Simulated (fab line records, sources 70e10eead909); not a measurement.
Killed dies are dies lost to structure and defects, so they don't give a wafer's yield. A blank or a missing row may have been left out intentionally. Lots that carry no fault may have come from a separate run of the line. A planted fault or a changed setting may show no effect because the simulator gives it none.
Comparing a struck lot with a sound one -- flow nand harc -- 15 out of 1159 route steps
Sound: the wafers L276.1, L276.2, L276.3. The struck wafers were L266.1, L266.3, L266.4. The cause is named last.
Order at every step that has rows: each side's tool, ch and its chambers, its first start. Under that, the readings that differ: sound wafers -- struck wafers -- difference of the means -- sigmas: that difference in standard deviations of wafers without a fault.
alike: a reading whose means differ by less than 2 such deviations, as well as words and numbers matching on both sides. not compared: withheld readings; readings where some wafer has no value; bounds like >300 that might hide an equal value; numbers whose values overlap and for which the record gives no deviation.
Wherever a step has rows on one side only, a row that says differs or no value, or a row with sigmas, the two part there. When numbers do not overlap yet have no deviation, they are printed without sigmas and do not part them. Lack of a reading on every wafer of one side parts them only where that side has two or more wafers.

NHARC_A_CHANNEL_HOLE_D1_ETCH_44: etches the open film in CF4/O2, target depth 140 nm, overetch 14 nm, time 77 s.
  sound on rie diel-13 ch 0,1,3, day 12 22:22; struck on rie diel-13 ch 0,2,3, day 10 04:51
reading,sound,struck,difference,sigmas
rf hours counter h (h),0 0 0,9 9 6,+8,
  alike: drypump motor current A, mfc ar sccm, o2 flow sccm, oes product au, rf fwd power W, rf vpp V, showerhead plenum p Torr, throttle valve pct
NHARC_A_CHANNEL_HOLE_D1_STRIP_27: strips in O2.
  sound: rie diel-13 ch 1,2,3; struck: rie diel-13 ch 0,1,3
reading,sound,struck,difference,sigmas
rf hours counter h (h),0 0 0,9 9 9,+9,
  alike: drypump motor current A, mfc ar sccm, o2 flow sccm, oes product au, rf vpp V, showerhead plenum p Torr, throttle valve pct
then, 2 steps without rows for these wafers: NHARC_A_CHANNEL_HOLE_D1_PRECLEAN_28 (cleans in SC1); NHARC_A_CHANNEL_HOLE_D1_SRD_29.
NHARC_A_CHANNEL_HOLE_D1_CD_MEAS_30:
  struck on cd sem-03, day 10 05:39; sound on cd sem-03, day 12 23:10
  alike: cd nm
after that, 1 step had no rows for these wafers: NHARC_A_CHANNEL_HOLE_D1_XSEM_31.
NHARC_A_CHANNEL_HOLE_D1_INSPECT_40:
  struck on defect inspect-02, day 10 05:50; sound on defect inspect-01, day 12 23:22
  alike: raw defect count
then, 3 steps without rows for these wafers: NHARC_A_CHANNEL_FILL_D1_PRECLEAN_00 (cleans in SC1); NHARC_A_CHANNEL_FILL_D1_SRD_01; NHARC_A_CHANNEL_FILL_D1_ALD_02 (deposits SiO2, target thk 6 nm, pulse time 10 s, ald cycles 60).
NHARC_A_CHANNEL_FILL_D1_ALD_03: deposits SiNx, target thk 6 nm, pulse time 60 s, ald cycles 58.
  sound: ald sin batch-02 ch 0; struck: ald sin batch-02 ch 0
  alike: ald cycles, chamber pressure Torr, precursor pulse height rel
NHARC_A_CHANNEL_FILL_D1_ALD_14: deposits SiO2, target thk 2.5 nm, pulse time 10 s, ald cycles 25.
  sound on ald hk-04 ch 0,1,3, day 13 07:28; struck on ald hk-04 ch 0,1,2, day 10 13:31
  alike: ald cycles, heater power w, precursor pulse height rel
NHARC_A_CHANNEL_FILL_D1_ALD_15: deposits SiNx, target thk 2 nm, pulse time 60 s, ald cycles 19.
  sound on ald sin batch-02 ch 0, day 13 10:22; struck on ald sin batch-01 ch 0, day 10 16:38
reading,sound,struck,difference,sigmas
ald cycles,19 19 19,28 28 28,+9,
  alike: chamber pressure Torr, precursor pulse height rel
NHARC_A_CHANNEL_FILL_D1_ALD_16: deposits SiO2, target thk 1.5 nm, pulse time 10 s, ald cycles 15.
  sound on ald hk-02 ch 1,2,3, day 13 12:25; struck on ald hk-04 ch 0,1,2, day 10 18:41
  alike: ald cycles, heater power w, precursor pulse height rel
-- record jumps: 10 days between struck wafers' starts before vs after; left off in module A_CHANNEL_FILL_D1, resumes in module END, first step shown is number 1159 of the route --
NHARC_END_SORT_01:
  sound on prober-01 ch 0, day 23 14:58; struck on prober-02 ch 0, day 20 19:32
  alike: killed at array, killed at other, killed at periphery, killed dies, killed open, killed short

WHERE THEY PART
Nowhere in this record.

WHY: what had been put in by the simulator
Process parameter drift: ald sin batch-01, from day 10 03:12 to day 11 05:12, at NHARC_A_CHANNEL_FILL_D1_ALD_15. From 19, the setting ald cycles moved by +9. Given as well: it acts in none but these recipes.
